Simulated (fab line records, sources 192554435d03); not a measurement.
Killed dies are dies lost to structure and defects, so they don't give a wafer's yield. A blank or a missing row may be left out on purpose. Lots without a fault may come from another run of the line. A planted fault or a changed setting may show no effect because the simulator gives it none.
Chamber matching | flow n5_finfet | N5_FIN_CUT_ETCH_30 on rie_diel-06: 4 sister chambers
The step etches underlayer in N2/H2, target depth 13 nm, time 10.4 s. 8 wafers are shown with their chamber, then 8 later ones without.

WAFERS WITH THEIR CHAMBER
wafer  | chamber | throttle_valve_pct (%) | oes_product_au (a.u.)
L083.6 | 1       | 17.33                  | 0.74
L084.1 | 2       | 17.75                  | 0.64
L085.2 | 3       | 18.12                  | 0.61
L085.4 | 2       | 17.73                  | 0.64
L087.1 | 0       | 18.11                  | 0.69
L087.2 | 1       | 17.36                  | 0.73
L087.6 | 3       | 18.13                  | 0.59
L088.2 | 0       | 18.11                  | 0.68

WAFERS WITHOUT THEIR CHAMBER
wafer  | throttle_valve_pct (%) | oes_product_au (a.u.)
L088.5 | 18.14                  | 0.59
L088.6 | 17.75                  | 0.63
L091.3 | 17.37                  | 0.73
L091.4 | 18.14                  | 0.60
L091.5 | 18.13                  | 0.60
L097.4 | 17.39                  | 0.71
L097.5 | 17.77                  | 0.62
L097.6 | 18.16                  | 0.66

WHICH CHAMBER EACH WENT THROUGH
wafer  | from the rows above | in truth
L088.5 | 3                   | 3
L088.6 | 2                   | 2
L091.3 | 1                   | 1
L091.4 | 3                   | 3
L091.5 | 3                   | 3
L097.4 | 1                   | 1
L097.5 | 2                   | 2
L097.6 | 0                   | 0
Placed correctly: 8 of 8. Can't be placed from these rows: 0. Placed wrongly: 0.
How it was worked out, from the rows above alone: a wafer's distance from a chamber is the root of the sum, over the readings, of the square of ((its reading less the chamber's mean) divided by the reading's scatter). The wafer belongs to the nearest chamber; if the next one is less than 2 further off, it can't be placed. A chamber's mean is the mean of its shown wafers. The scatter: the root of (the sum of the squares of (reading less its chamber's mean) over the shown wafers, divided by (wafers less chambers)).
